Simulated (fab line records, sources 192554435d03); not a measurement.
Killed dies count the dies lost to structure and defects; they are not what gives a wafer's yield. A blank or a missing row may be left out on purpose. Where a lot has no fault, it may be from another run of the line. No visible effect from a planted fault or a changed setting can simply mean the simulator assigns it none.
Matching of chambers -- flow n5-finfet -- 4 sister chambers for N5_HKMG_FIN_ALD_21 on ald-metal-03
The step deposits TiN, target thk 1.5 nm, pulse time 1 s, purge time 3 s. 4 wafers are shown with their chamber, then 8 later ones without.

== EACH WAFER AND ITS CHAMBER ==
wafer,chamber,heater-power-w (W)
L081.1,3,669
L081.4,2,868
L081.6,1,908
L082.1,0,788

== WAFERS WITHOUT THEIR CHAMBER ==
wafer,heater-power-w (W)
L082.4,929
L082.6,671
L083.1,857
L083.2,670
L083.4,788
L090.1,785
L090.3,923
L090.6,655

== CHAMBER TAKEN BY EACH ==
wafer,from the rows above,in truth
L082.4,1,1
L082.6,3,3
L083.1,2,2
L083.2,3,3
L083.4,0,0
L090.1,0,0
L090.3,1,1
L090.6,3,3
Correctly placed: 8 of 8. Not placeable from these rows: 0. Placed wrongly: 0.
How it was worked out, from the rows above alone: a wafer's distance from a chamber is the root of the sum, over the readings, of the square of ((its reading less the chamber's mean) divided by the reading's scatter). The wafer belongs to the nearest chamber; if the next one is less than 2 further off, it can't be placed. A chamber's mean is the mean of its shown wafers. The scatter: with one shown wafer a chamber, the root of the mean of the squares of how far each hidden wafer lies from its nearest shown one.
